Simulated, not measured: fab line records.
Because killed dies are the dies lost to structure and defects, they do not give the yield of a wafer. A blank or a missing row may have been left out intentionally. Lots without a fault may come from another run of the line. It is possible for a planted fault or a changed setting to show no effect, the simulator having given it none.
Which tool is to blame?	flow nand harc	11 lots with 33 wafers sampled at 5 steps, on a route of 1302 steps

WHAT EACH GAUGE READ, for each wafer
NHARC_P_GATE_INSPECT_68.
lot	measured	on	raw defect count
L748	day 5 22:31	defect inspect-01	236 173 201
L752	day 7 13:52	defect inspect-01	123 60 117
L753	day 8 04:11	defect inspect-01	155 272 183
L756	day 9 13:10	defect inspect-01	197 162 162
L759	day 10 20:12	defect inspect-02	209 191 199
L761	day 11 20:19	defect inspect-01	114 176 110
L763	day 11 23:19	defect inspect-02	229 1122 285
L764	day 12 08:38	defect inspect-01	1098 156 132
L767	day 13 19:49	defect inspect-01	216 329 315
L768	day 14 06:56	defect inspect-02	284 208 138
L771	day 15 12:32	defect inspect-02	139 192 136

WHICH TOOL RAN EACH LOT (tool, then ch and the chambers of the sampled wafers, then the start)
lot	NHARC_P_GATE_ETCHBACK_37	NHARC_P_GATE_DESCUM_48	NHARC_P_GATE_STRIP_76	NHARC_P_GATE_RTA_64
L748	rie diel-04 ch 0,2,3, day 5 15:07	rie diel-09 ch 1,2, day 5 16:09	plasma asher-01 ch 0,1, day 5 18:32	rtp anneal-02 ch 0, day 5 21:15
L752	rie diel-04 ch 1,2, day 7 06:32	rie diel-02 ch 0,1,2, day 7 07:38	plasma asher-01 ch 0,1, day 7 10:02	rtp anneal-01 ch 0, day 7 12:40
L753	rie diel-09 ch 0,1,3, day 7 20:35	rie diel-09 ch 0,1,3, day 7 21:46	plasma asher-01 ch 1, day 8 00:12	rtp anneal-02 ch 0, day 8 02:56
L756	rie diel-02 ch 1,3, day 9 05:45	rie diel-04 ch 1,3, day 9 06:56	plasma asher-01 ch 0,1, day 9 09:17	rtp anneal-01 ch 0, day 9 11:55
L759	rie diel-09 ch 0,3, day 10 12:39	rie diel-02 ch 0,3, day 10 13:50	plasma asher-01 ch 0,1, day 10 16:13	rtp anneal-01 ch 0, day 10 18:58
L761	rie diel-02 ch 0,3, day 11 12:20	rie diel-02 ch 0,2,3, day 11 13:32	plasma asher-01 ch 0,1, day 11 16:12	rtp anneal-01 ch 0, day 11 19:03
L763	rie diel-04 ch 0,3, day 11 15:49	rie diel-09 ch 1,2,3, day 11 17:01	plasma asher-01 ch 0, day 11 19:26	rtp anneal-01 ch 0, day 11 22:04
L764	rie diel-04 ch 1,3, day 12 01:23	rie diel-09 ch 1,3, day 12 02:26	plasma asher-01 ch 0, day 12 04:44	rtp anneal-01 ch 0, day 12 07:22
L767	rie diel-02 ch 1,2,3, day 13 12:31	rie diel-04 ch 0,2,3, day 13 13:41	plasma asher-01 ch 0,1, day 13 15:58	rtp anneal-01 ch 0, day 13 18:34
L768	rie diel-02 ch 0,2, day 13 23:28	rie diel-09 ch 0,2,3, day 14 00:38	plasma asher-01 ch 0, day 14 03:02	rtp anneal-02 ch 0, day 14 05:40
L771	rie diel-04 ch 1,2,3, day 15 04:59	rie diel-02 ch 0,1, day 15 06:01	plasma asher-02 ch 0,1, day 15 08:25	rtp anneal-02 ch 0, day 15 11:17
- NHARC_P_GATE_ETCHBACK_37: etches the open film in CHF3/O2, target depth 34.5 nm, time 17.2 s.
- NHARC_P_GATE_DESCUM_48: chemistry O2, time 3 s.
- NHARC_P_GATE_STRIP_76: strips in O2.
- NHARC_P_GATE_RTA_64: time 1 s.

THE ANSWER, worked out from the rows above alone
Rule: usual is defined by the lots themselves. Put in order of their means at a reading, lots are off if they are a third of the lots or fewer, leave a main group of 4 or more, and stand apart from it by a gap of 3 or more times the standard deviation of the main group's means; of several such gaps the widest counts. Not used: any main group whose means are identical at the precision the tables above print for the reading. Also off: a lot with no number at a reading for which 4 or more lots have one. The other lots that the step has rows for count as sound.
Off: L763, L764 (NHARC_P_GATE_INSPECT_68, raw defect count). Main group: mean 185, sd 50.
A tool fits if, at a process step before that reading, it ran every lot that is off, and no sound lot after the first of them. The gauges at NHARC_P_GATE_INSPECT_68 are tried like those tools. No candidate that was tried fits.

WHAT HAD BEEN PUT IN BY THE SIMULATOR
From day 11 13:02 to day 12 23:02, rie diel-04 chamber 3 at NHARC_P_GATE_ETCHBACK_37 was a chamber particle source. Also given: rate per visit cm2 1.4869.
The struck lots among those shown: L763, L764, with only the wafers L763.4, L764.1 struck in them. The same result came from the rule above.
